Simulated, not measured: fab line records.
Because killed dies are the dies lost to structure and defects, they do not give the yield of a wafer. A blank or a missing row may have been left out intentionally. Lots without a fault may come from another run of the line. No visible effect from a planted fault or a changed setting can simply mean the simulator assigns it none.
Matching of chambers | flow n5_finfet | rie_diel-04 running N5_BEOL_M6_ETCH_66: 4 sister chambers
The step etches SOC in N2/H2, target depth 80 nm, overetch 16 nm, time 120 s. 16 wafers are shown with their chamber, then 8 later ones without.

== WAFERS PAIRED WITH THEIR CHAMBERS ==
wafer  | chamber | showerhead_plenum_p_Torr (Torr) | throttle_valve_pct (%) | oes_product_au (a.u.)
L074.1 | 2       | 2.41                            | 18.1                   | 0.54
L074.3 | 0       | 2.54                            | 18.3                   | 0.57
L074.6 | 0       | 2.54                            | 18.3                   | 0.57
L075.2 | 3       | 2.71                            | 17.2                   | 0.73
L075.4 | 0       | 2.54                            | 18.3                   | 0.57
L075.6 | 3       | 2.70                            | 17.2                   | 0.73
L082.3 | 1       | 2.59                            | 17.6                   | 0.65
L082.4 | 2       | 2.40                            | 18.1                   | 0.53
L082.6 | 1       | 2.59                            | 17.6                   | 0.64
L083.2 | 1       | 2.59                            | 17.6                   | 0.65
L083.4 | 1       | 2.59                            | 17.6                   | 0.65
L083.6 | 3       | 2.70                            | 17.3                   | 0.69
L088.1 | 2       | 2.40                            | 18.2                   | 0.53
L088.3 | 3       | 2.69                            | 17.3                   | 0.67
L088.6 | 2       | 2.40                            | 18.2                   | 0.52
L092.1 | 3       | 2.69                            | 17.3                   | 0.67

SIGNATURES, as means of the wafers listed above
reading                  | chamber 0 | chamber 1 | chamber 2 | chamber 3 | scatter within a chamber
showerhead_plenum_p_Torr | 2.5400    | 2.5900    | 2.4025    | 2.6980    | 0.00544
throttle_valve_pct       | 18.300    | 17.600    | 18.150    | 17.260    | 0.0428
oes_product_au           | 0.5700    | 0.6475    | 0.5300    | 0.6980    | 0.0182
Rule: for each reading, subtract the chamber's mean from the wafer's reading, divide by that reading's scatter and square the result; add these up over the readings and take the root, which gives the wafer's distance from the chamber. If the next closest chamber is less than 2 further off than the closest, the wafer can't be placed; otherwise it belongs to the closest. The scatter: the root of (the sum of the squares of (reading less its chamber's mean) over the shown wafers, divided by (wafers less chambers)).

== WAFERS WITHOUT THEIR CHAMBER ==
wafer  | showerhead_plenum_p_Torr (Torr) | throttle_valve_pct (%) | oes_product_au (a.u.)
L092.2 | 2.58                            | 17.6                   | 0.62
L092.6 | 2.58                            | 17.6                   | 0.62
L094.1 | 2.58                            | 17.6                   | 0.62
L094.2 | 2.69                            | 17.3                   | 0.66
L094.5 | 2.69                            | 17.3                   | 0.66
L097.2 | 2.69                            | 17.3                   | 0.66
L097.3 | 2.71                            | 17.7                   | 0.73
L097.6 | 2.52                            | 18.4                   | 0.54

== THE CHAMBER EACH PASSED THROUGH ==
wafer  | from the rows above | in truth
L092.2 | 1                   | 1
L092.6 | 1                   | 1
L094.1 | 1                   | 1
L094.2 | 3                   | 3
L094.5 | 3                   | 3
L097.2 | 3                   | 3
L097.3 | 3                   | 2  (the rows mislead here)
L097.6 | 0                   | 0
Placed correctly: 7 of 8. Can't be placed from these rows: 0. Number placed wrongly: 1.
